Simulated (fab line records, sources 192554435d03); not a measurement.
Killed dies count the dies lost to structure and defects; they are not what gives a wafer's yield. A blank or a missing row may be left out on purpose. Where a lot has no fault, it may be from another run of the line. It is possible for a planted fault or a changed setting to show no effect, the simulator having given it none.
Split-lot study :: flow n5-finfet :: on a route of 1938 steps: 7 lots, 21 wafers read

THE SPLIT ITSELF
At N5_DUMMY_GATE_ETCH_31 (etches SiO2 in C4F6/O2, target depth 82.5 nm, time 27.5 s), the setting target-depth-a was moved away from the recipe's 825 angstrom on 7 of the 21 wafers read, by -9.3% to +11.4%. All remaining wafers had this setting at the recipe value.

The reading is taken at the split's own step.

THE READING
SOC_of_DUMMY_GATE_COAT_34.thk-nm (the simulator's own value, which no gauge read), in nm, at N5_DUMMY_GATE_ETCH_31 (etches SiO2 in C4F6/O2, target depth 82.5 nm, time 27.5 s). No usual value for it is given in the file. Here, 14 wafers ran the recipe; their average is 51.8 nm with a standard deviation of 0.22 nm.

wafer: L076.1
tool, chamber at the split: rie-diel-01, 2
target-depth-a as run, angstrom: 825
against the recipe: recipe
SOC_of_DUMMY_GATE_COAT_34.thk-nm, nm: 51.6
against lot-mates on the recipe: -

wafer: L076.5
tool, chamber at the split: rie-diel-01, 0
target-depth-a as run, angstrom: 858.5
against the recipe: +4.1%
SOC_of_DUMMY_GATE_COAT_34.thk-nm, nm: 51.2
against lot-mates on the recipe: -0.5

wafer: L076.6
tool, chamber at the split: rie-diel-01, 3
target-depth-a as run, angstrom: 825
against the recipe: recipe
SOC_of_DUMMY_GATE_COAT_34.thk-nm, nm: 51.8
against lot-mates on the recipe: -

wafer: L080.1
tool, chamber at the split: rie-diel-02, 2
target-depth-a as run, angstrom: 748.6
against the recipe: -9.3%
SOC_of_DUMMY_GATE_COAT_34.thk-nm, nm: 52.6
against lot-mates on the recipe: +0.7

wafer: L080.2
tool, chamber at the split: rie-diel-02, 1
target-depth-a as run, angstrom: 825
against the recipe: recipe
SOC_of_DUMMY_GATE_COAT_34.thk-nm, nm: 52
against lot-mates on the recipe: -

wafer: L080.6
tool, chamber at the split: rie-diel-02, 3
target-depth-a as run, angstrom: 825
against the recipe: recipe
SOC_of_DUMMY_GATE_COAT_34.thk-nm, nm: 51.8
against lot-mates on the recipe: -

wafer: L086.3
tool, chamber at the split: rie-diel-01, 3
target-depth-a as run, angstrom: 825
against the recipe: recipe
SOC_of_DUMMY_GATE_COAT_34.thk-nm, nm: 51.6
against lot-mates on the recipe: -

wafer: L086.4
tool, chamber at the split: rie-diel-01, 3
target-depth-a as run, angstrom: 825
against the recipe: recipe
SOC_of_DUMMY_GATE_COAT_34.thk-nm, nm: 51.6
against lot-mates on the recipe: -

wafer: L086.5
tool, chamber at the split: rie-diel-01, 1
target-depth-a as run, angstrom: 825
against the recipe: recipe
SOC_of_DUMMY_GATE_COAT_34.thk-nm, nm: 51.6
against lot-mates on the recipe: -

wafer: L091.1
tool, chamber at the split: rie-diel-02, 2
target-depth-a as run, angstrom: 779.9
against the recipe: -5.5%
SOC_of_DUMMY_GATE_COAT_34.thk-nm, nm: 52.6
against lot-mates on the recipe: +0.4

wafer: L091.3
tool, chamber at the split: rie-diel-02, 0
target-depth-a as run, angstrom: 779.9
against the recipe: -5.5%
SOC_of_DUMMY_GATE_COAT_34.thk-nm, nm: 52.6
against lot-mates on the recipe: +0.4

wafer: L091.5
tool, chamber at the split: rie-diel-02, 1
target-depth-a as run, angstrom: 825
against the recipe: recipe
SOC_of_DUMMY_GATE_COAT_34.thk-nm, nm: 52.2
against lot-mates on the recipe: -

wafer: L093.1
tool, chamber at the split: rie-diel-02, 1
target-depth-a as run, angstrom: 825
against the recipe: recipe
SOC_of_DUMMY_GATE_COAT_34.thk-nm, nm: 51.8
against lot-mates on the recipe: -

wafer: L093.4
tool, chamber at the split: rie-diel-02, 2
target-depth-a as run, angstrom: 825
against the recipe: recipe
SOC_of_DUMMY_GATE_COAT_34.thk-nm, nm: 51.6
against lot-mates on the recipe: -

wafer: L093.5
tool, chamber at the split: rie-diel-02, 3
target-depth-a as run, angstrom: 825
against the recipe: recipe
SOC_of_DUMMY_GATE_COAT_34.thk-nm, nm: 52
against lot-mates on the recipe: -

wafer: L096.1
tool, chamber at the split: rie-diel-04, 0
target-depth-a as run, angstrom: 825
against the recipe: recipe
SOC_of_DUMMY_GATE_COAT_34.thk-nm, nm: 52.2
against lot-mates on the recipe: -

wafer: L096.5
tool, chamber at the split: rie-diel-04, 1
target-depth-a as run, angstrom: 918.8
against the recipe: +11.4%
SOC_of_DUMMY_GATE_COAT_34.thk-nm, nm: 51.2
against lot-mates on the recipe: -1.0

wafer: L096.6
tool, chamber at the split: rie-diel-04, 0
target-depth-a as run, angstrom: 918.8
against the recipe: +11.4%
SOC_of_DUMMY_GATE_COAT_34.thk-nm, nm: 51.4
against lot-mates on the recipe: -0.8

wafer: L097.2
tool, chamber at the split: rie-diel-02, 0
target-depth-a as run, angstrom: 825
against the recipe: recipe
SOC_of_DUMMY_GATE_COAT_34.thk-nm, nm: 52
against lot-mates on the recipe: -

wafer: L097.5
tool, chamber at the split: rie-diel-02, 0
target-depth-a as run, angstrom: 825
against the recipe: recipe
SOC_of_DUMMY_GATE_COAT_34.thk-nm, nm: 52
against lot-mates on the recipe: -

wafer: L097.6
tool, chamber at the split: rie-diel-02, 3
target-depth-a as run, angstrom: 912.6
against the recipe: +10.6%
SOC_of_DUMMY_GATE_COAT_34.thk-nm, nm: 51.4
against lot-mates on the recipe: -0.6

THE FIT
A straight line over all 21 wafers: SOC_of_DUMMY_GATE_COAT_34.thk-nm changes by -0.0675 nm for each +1% of target-depth-a; r = -0.81; the points scatter about the line by 0.25 nm.
The same after taking each lot's own level away (the mean of its wafers on the recipe; 21 wafers): -0.0743 nm for each +1%; r = -0.96; scatter 0.11 nm.
On that fit, the largest move of target-depth-a shifts the reading by 0.84 nm.
From 51.60 to 52.20 nm: that is the span of the lots' own levels, equal to 2.8 times the standard deviation above.
So the lot-to-lot level changes the slope little: the two slopes agree.
Check: for one of the wafers moved furthest among these (+11.4%), held out of the fit, the line's prediction against its lot-mates is -0.797 nm. It came out at -1 nm against them.

ADDITIONAL SPLITS CARRIED BY THESE WAFERS
Before the reading, these wafers also passed through other splits. Each is held against what the fit with the lots' levels taken away leaves over:
other split on the same wafers: N5_ZERO_LAYER_ETCH_18 icp-w
wafers away from the commonest value: 9
r with SOC_of_DUMMY_GATE_COAT_34.thk-nm (lot level and that fit taken away): +0.06

other split on the same wafers: N5_WELL_APT_EXPOSE_05 dose-mj
wafers away from the commonest value: 5
r with SOC_of_DUMMY_GATE_COAT_34.thk-nm (lot level and that fit taken away): -0.14

other split on the same wafers: N5_FIN_SAQP_ETCH_65 time-s
wafers away from the commonest value: 5
r with SOC_of_DUMMY_GATE_COAT_34.thk-nm (lot level and that fit taken away): +0.26

other split on the same wafers: N5_DUMMY_GATE_DESCUM_20 time-s
wafers away from the commonest value: 7
r with SOC_of_DUMMY_GATE_COAT_34.thk-nm (lot level and that fit taken away): +0.52

THE WHOLE CHAIN: every reading that the file lists as answering this split, in the file's order
step: N5_DUMMY_GATE_ETCH_31
what it does: etches SiO2 in C4F6/O2, target depth 82.5 nm, time 27.5 s
reading: etch.depth-nm (the simulator's own value, which no gauge read)
change (the file's fit): +0.85 nm for each +1% of the setting
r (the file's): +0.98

step: N5_DUMMY_GATE_ETCH_31
what it does: etches SiO2 in C4F6/O2, target depth 82.5 nm, time 27.5 s
reading: SOC_of_DUMMY_GATE_COAT_34.thk-nm (the simulator's own value, which no gauge read)
change (the file's fit): -0.073 nm for each +1% of the setting
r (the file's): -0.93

THE FILE'S OWN FIT
SOC_of_DUMMY_GATE_COAT_34.thk-nm changes by -0.073 nm for each +1% of target-depth-a, r = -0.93.
